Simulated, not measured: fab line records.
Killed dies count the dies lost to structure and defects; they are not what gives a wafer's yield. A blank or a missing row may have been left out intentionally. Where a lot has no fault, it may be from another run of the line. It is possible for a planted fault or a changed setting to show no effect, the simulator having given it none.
fab line records | flow n5Finfet | part 2 of 2: steps 15 to 26 of 26
record lots=5 | wafers=15 | lastDay=18
route steps=1938 shown MOL_CONTACT_COAG@605
lots with no fault: from the same line, run without faults
startH: hours from the record's first day to the start of the lot's first wafer shown | waitH: how many hours have passed since the lot's step before this one | " repeats the value in the row above | L1.1+2: several wafers, shown together as one row | - value missing, or start not given | * or withheld: withheld | < > ~ a bound
route shown NAME@n: a module of which the file shows steps, and the number in the route of the first | usual: mean/standard deviation of fault-free wafers | same: alike in all rows | chamber/n: place in a boat | sites: each site's reading | _std_site: the standard deviation of these | _edge_site: the outer-site mean with the inner-site mean subtracted | radiusMm: for every site, how far away it sits from the centre of the wafer | mask NAME#n: copy n | behind: the tool/chamber that last shaped the wafer | hold: why the lot went on hold/how many hours it stayed there/how the hold came to an end | device: the n, p or np transistor that did not switch | end of line: the same wafers' tests at the end of the route | a step given without rows: its recipe and nothing more | killed: dies that structure and defects cost at the first sort, which is not the same as the wafer's yield | map: a wafer's dies, marking killed ones x, the rest . and places with no die _
set.NAME: setting as actually run; set.NAME@STEP: the setting as run at that earlier step | model.NAME: the simulator's own value behind a step, which no gauge read
lots at some steps of the route; a table a step, a row a wafer
services: a tool's chamber out of use, with start hour (startH, from the record's first day; less than 0 if before it), hours out, and reason
## steps
# step N5_MOL_CONTACT_COAG_STRIP_49
# recipe chemistry=N2/H2 | timeS=30 | powerW=1000 | tempC=250 | pressureMtorr=withheld | n2FlowSccm=1750 | h2FlowSccm=3250
# usual drypumpMotorCurrentA=6.18/0.2 | heaterPowerW=355/31
lot.wafer | tool           | chamber | startH | waitH | drypumpMotorCurrentA | heaterPowerW | rfHoursCounterH
L077.2    | plasmaAsher-01 | 1       | 121.13 | -     | 6.10                 | 359          | 43
L077.3    | "              | 1       | "      | "     | 6.11                 | 351          | -
L077.4    | "              | 0       | "      | "     | 6.12                 | 373          | -
L082.3    | plasmaAsher-02 | 0       | 148.60 | -     | 5.96                 | 305          | -
L082.4    | "              | 1       | "      | "     | 6.52                 | 398          | -
L082.6    | "              | 0       | "      | "     | 5.97                 | 303          | -
L087.4    | plasmaAsher-01 | 0       | 203.62 | -     | 6.13                 | 368          | -
L087.5    | "              | 0       | "      | "     | 6.12                 | 364          | -
L087.6    | "              | 1       | "      | "     | 6.09                 | 354          | -
L086.1    | plasmaAsher-01 | 1       | 209.15 | -     | 6.13                 | 356          | 57
L086.2    | "              | 0       | "      | "     | 6.09                 | 359          | 57
L086.5    | "              | 1       | "      | "     | 6.11                 | 364          | -
L093.2    | plasmaAsher-01 | 1       | 234.85 | -     | 6.12                 | 351          | 64
L093.3    | "              | 1       | "      | "     | 6.13                 | 356          | -
L093.4    | "              | 0       | "      | "     | 6.11                 | 368          | -
# step N5_MOL_CONTACT_COAG_PRECLEAN_138
# recipe chemistry=alkalineClean | tempC=60 | timeS=60 | doPpb=50
lot.wafer  | tool        | chamber | startH | waitH
L077.2+3+4 | wetBench-03 | 2,3,6   | 121.22 | 0.1
L082.3+4+6 | wetBench-02 | 4,7,1   | 148.67 | 0.0
L087.4+5+6 | wetBench-03 | 4,1,2   | 203.69 | 0.0
L086.1+2+5 | wetBench-03 | 7,5,0   | 209.23 | 0.1
L093.2+3+4 | wetBench-01 | 1,3,6   | 234.94 | 0.1
# step N5_MOL_CONTACT_COAG_SRD_139
# recipe dry=ipaMarangoni | timeS=30 | tempC=23 | rinseLiquid=diw
lot.wafer  | tool        | chamber | startH | waitH
L077.2+3+4 | wetBench-03 | 2,3,6   | 121.24 | 0.0
L082.3+4+6 | wetBench-02 | 4,7,1   | 148.69 | 0.0
L087.4+5+6 | wetBench-03 | 4,1,2   | 203.71 | 0.0
L086.1+2+5 | wetBench-03 | 7,5,0   | 209.25 | 0.0
L093.2+3+4 | wetBench-01 | 1,3,6   | 234.96 | 0.0
# step N5_MOL_CONTACT_COAG_CD_MEAS_101
# recipe targetCdNm=16
# usual cdNm=16.0/0.33
lot.wafer | tool     | chamber | startH | waitH | cdNm
L077.2    | cdSem-03 | -       | 121.28 | 0.0   | 16.2
L077.3    | "        | -       | "      | "     | 16.4
L077.4    | "        | -       | "      | "     | 16.2
L082.3    | cdSem-02 | -       | 148.73 | 0.0   | 16.0
L082.4    | "        | -       | "      | "     | 16.3
L082.6    | "        | -       | "      | "     | 16.3
L087.4    | cdSem-01 | -       | 203.75 | 0.0   | 16.1
L087.5    | "        | -       | "      | "     | 15.4
L087.6    | "        | -       | "      | "     | 15.5
L086.1    | cdSem-03 | -       | 209.29 | 0.0   | 16.1
L086.2    | "        | -       | "      | "     | 15.5
L086.5    | "        | -       | "      | "     | 16.1
L093.2    | cdSem-02 | -       | 235.00 | 0.0   | 16.2
L093.3    | "        | -       | "      | "     | 15.5
L093.4    | "        | -       | "      | "     | 16.3
# step N5_MOL_CONTACT_COAG_PRE_CLEAN_121
# recipe gas=H2/He | timeS=* | tempC=withheld
lot.wafer  | tool    | chamber | startH | waitH
L077.2+3+4 | cvdW-01 | 0,1,0   | 121.32 | 0.0
L082.3+4+6 | cvdW-01 | 0,1,1   | 148.80 | 0.1
L087.4+5+6 | cvdW-01 | 1,1,0   | 203.82 | 0.1
L086.1+2+5 | cvdW-02 | 1,0,1   | 209.33 | 0.0
L093.2+3+4 | cvdW-02 | 1,1,0   | 235.04 | 0.0
# step N5_MOL_CONTACT_COAG_CVD_140
# recipe material=W | targetThkA=665 | mode=selectiveFill | tempC=300 | timeS=215
# usual heaterPowerW=475/63
lot.wafer | tool    | chamber | startH | waitH | heaterPowerW
L077.2    | cvdW-01 | 0       | 121.41 | 0.1   | 465
L077.3    | "       | 1       | "      | "     | 404
L077.4    | "       | 0       | "      | "     | 456
L082.3    | cvdW-01 | 0       | 148.94 | 0.1   | 472
L082.4    | "       | 1       | "      | "     | 406
L082.6    | "       | 1       | "      | "     | 398
L087.4    | cvdW-01 | 1       | 203.96 | 0.1   | 406
L087.5    | "       | 1       | "      | "     | 398
L087.6    | "       | 0       | "      | "     | 454
L086.1    | cvdW-02 | 1       | 209.42 | 0.1   | 587
L086.2    | "       | 0       | "      | "     | 497
L086.5    | "       | 1       | "      | "     | 564
L093.2    | cvdW-02 | 1       | 235.13 | 0.1   | 607
L093.3    | "       | 1       | "      | "     | 565
L093.4    | "       | 0       | "      | "     | 496
# step N5_MOL_CONTACT_COAG_PRECLEAN_127
# recipe chemistry=DIW | timeS=57.5 | tempC=23
lot.wafer  | tool        | chamber | startH | waitH
L077.2+3+4 | wetBench-01 | 4,5,7   | 121.68 | 0.2
L082.3+4+6 | wetBench-01 | 7,2,4   | 149.13 | 0.1
L087.4+5+6 | wetBench-03 | 7,2,5   | 204.15 | 0.1
L086.1+2+5 | wetBench-02 | 4,6,3   | 209.69 | 0.2
L093.2+3+4 | wetBench-03 | 4,5,1   | 235.40 | 0.2
# step N5_MOL_CONTACT_COAG_SRD_128
# recipe dryTimeS=32 | dry=n2Spin | spinRpm=1500
lot.wafer  | tool        | chamber | startH | waitH
L077.2+3+4 | wetBench-01 | 4,5,7   | 121.70 | 0.0
L082.3+4+6 | wetBench-01 | 7,2,4   | 149.15 | 0.0
L087.4+5+6 | wetBench-03 | 7,2,5   | 204.17 | 0.0
L086.1+2+5 | wetBench-02 | 4,6,3   | 209.71 | 0.0
L093.2+3+4 | wetBench-03 | 4,5,1   | 235.42 | 0.0
# step N5_MOL_CONTACT_COAG_CMP_52
# recipe stopOn=SiO2 | tOverpolishS=1.5 | postCmpClean=wDiluteNh4oh | downForcePsi=4 | platenRpm=50.289 | padVelocityMS=1.0006 | targetThkNm=66.5
# usual motorCurrentA=12.2/1 | overpolishRunS=1.500/0.0095 | timeToEndpointS=13.4/2.3
lot.wafer | tool   | chamber | startH | waitH | motorCurrentA | overpolishRunS | timeToEndpointS
L077.3    | cmp-02 | 2       | 121.73 | 0.0   | 12.4          | 1.501          | 13.7
L077.4    | "      | 0       | "      | "     | 13.2          | 1.508          | 12.0
L077.2    | "      | 1       | "      | "     | 11.3          | 1.506          | 11.2
L082.3    | cmp-02 | 0       | 149.18 | 0.0   | 12.8          | 1.504          | 8.9
L082.4    | "      | 3       | "      | "     | 11.1          | 1.495          | 15.2
L082.6    | "      | 1       | "      | "     | 10.0          | 1.499          | 9.9
L087.4    | cmp-02 | 0       | 204.26 | 0.1   | 12.7          | 1.491          | 12.5
L087.6    | "      | 3       | "      | "     | 11.9          | 1.507          | 19.4
L087.5    | "      | 0       | "      | "     | 12.9          | 1.498          | 13.5
L086.1    | cmp-02 | 0       | 209.78 | 0.1   | 13.0          | 1.498          | 10.8
L086.2    | "      | 2       | "      | "     | 12.0          | 1.495          | 14.1
L086.5    | "      | 0       | "      | "     | 13.5          | 1.500          | 12.0
L093.3    | cmp-03 | 1       | 235.45 | 0.0   | 14.0          | 1.496          | 15.5
L093.4    | "      | 2       | "      | "     | 11.1          | 1.482          | 15.6
L093.2    | "      | 3       | "      | "     | 10.8          | 1.501          | 15.3
# step N5_MOL_CONTACT_COAG_THK_MEAS_53
# recipe reads=SiO2_of_MOL_CONTACT_COAG_PECVD_31
# usual VIA_MOL_THK=44.2/0.58
lot.wafer | tool         | chamber | startH | waitH | VIA_MOL_THK[nm]
L077.2    | filmMetro-01 | -       | 122.03 | -     | 43.9
L077.3    | "            | -       | "      | "     | 44.1
L077.4    | "            | -       | "      | "     | 44.5
L082.3    | filmMetro-02 | -       | 149.48 | -     | 43.8
L082.4    | "            | -       | "      | "     | 44.6
L082.6    | "            | -       | "      | "     | 43.8
L087.4    | filmMetro-01 | -       | 204.52 | -     | 44.0
L087.5    | "            | -       | "      | "     | 44.4
L087.6    | "            | -       | "      | "     | 43.9
L086.1    | filmMetro-02 | -       | 210.04 | -     | 44.0
L086.2    | "            | -       | "      | "     | 43.4
L086.5    | "            | -       | "      | "     | 44.1
L093.2    | filmMetro-02 | -       | 235.75 | -     | 44.5
L093.3    | "            | -       | "      | "     | 44.5
L093.4    | "            | -       | "      | "     | 44.7
# step N5_MOL_CONTACT_COAG_ANNEAL_112
# recipe tempC=400 | timeS=1800 | ambient=HPD2 | pressureAtm=10
# usual wafer_temp_C_max=400.93/0.27
lot.wafer | tool        | chamber | startH | waitH | wafer_temp_C_max
L077.2    | hpAnneal-01 | 0       | 122.05 | 0.0   | 401.22
L077.3    | "           | 0       | "      | "     | 401.09
L077.4    | "           | 0       | "      | "     | 401.26
L082.3    | hpAnneal-01 | 0       | 149.50 | 0.0   | 401.45
L082.4    | "           | 0       | "      | "     | 400.94
L082.6    | "           | 0       | "      | "     | 400.94
L087.4    | hpAnneal-01 | 0       | 204.55 | 0.0   | 400.34
L087.5    | "           | 0       | "      | "     | 400.82
L087.6    | "           | 0       | "      | "     | 401.23
L086.1    | hpAnneal-01 | 0       | 210.07 | 0.0   | 400.34
L086.2    | "           | 0       | "      | "     | 400.92
L086.5    | "           | 0       | "      | "     | 400.56
L093.2    | hpAnneal-01 | 0       | 235.78 | 0.0   | 400.43
L093.3    | "           | 0       | "      | "     | 400.80
L093.4    | "           | 0       | "      | "     | 400.90
# step N5_MOL_CONTACT_COAG_INSPECT_97
# recipe inspectInstrument=darkfield | mode=postAnneal
# usual rawDefectCount=44/20
lot.wafer | tool             | chamber | startH | waitH | rawDefectCount
L077.2    | defectInspect-01 | -       | 125.10 | 0.0   | 54
L077.3    | "                | -       | "      | "     | 89
L077.4    | "                | -       | "      | "     | 52
L082.3    | defectInspect-01 | -       | 152.56 | 0.1   | 29
L082.4    | "                | -       | "      | "     | 30
L082.6    | "                | -       | "      | "     | 29
L087.4    | defectInspect-01 | -       | 207.63 | 0.1   | 68
L087.5    | "                | -       | "      | "     | 52
L087.6    | "                | -       | "      | "     | 97
L086.1    | defectInspect-01 | -       | 213.10 | 0.0   | 20
L086.2    | "                | -       | "      | "     | 76
L086.5    | "                | -       | "      | "     | 52
L093.2    | defectInspect-02 | -       | 238.82 | 0.0   | 33
L093.3    | "                | -       | "      | "     | 44
L093.4    | "                | -       | "      | "     | 40
## services
tool           | chamber | startH | hours | kind
rieDiel-04     | 1       | 106.99 | 5.1   | repair
aldSin-03      | 0       | 108.21 | 10.9  | repair
cvdW-02        | -       | 115.56 | 0.7   | repair
cvdW-02        | 0       | 123.43 | 7.9   | repair
cvdW-01        | -       | 142.48 | 6.0   | pm
cmp-03         | -       | 143.80 | 6.4   | pm
rieDiel-05     | 0       | 147.50 | 7.9   | repair
cvdW-01        | -       | 152.24 | 0.8   | repair
cmp-03         | -       | 153.79 | 1.2   | repair
aldSin-01      | 2       | 154.61 | 3.5   | repair
aldSin-03      | 3       | 157.48 | 4.7   | repair
rieDiel-04     | 2       | 158.73 | 9.8   | repair
cvdW-02        | -       | 161.15 | 3.8   | pm
plasmaAsher-01 | -       | 163.39 | 2.4   | repair
aldSin-01      | -       | 176.75 | 14.0  | pm
cmp-02         | -       | 185.74 | 1.9   | repair
rieDiel-05     | 2       | 186.93 | 18.4  | repair
aldSin-01      | 3       | 193.72 | 11.2  | repair
rieDiel-06     | 1       | 194.90 | 14.0  | repair
cmp-03         | -       | 201.22 | 11.4  | pm
cvdW-02        | -       | 203.18 | 0.7   | repair
rieDiel-04     | 2       | 221.50 | 5.6   | repair
wetBench-02    | -       | 224.31 | 1.4   | repair
rieDiel-04     | 2       | 227.60 | 7.5   | repair
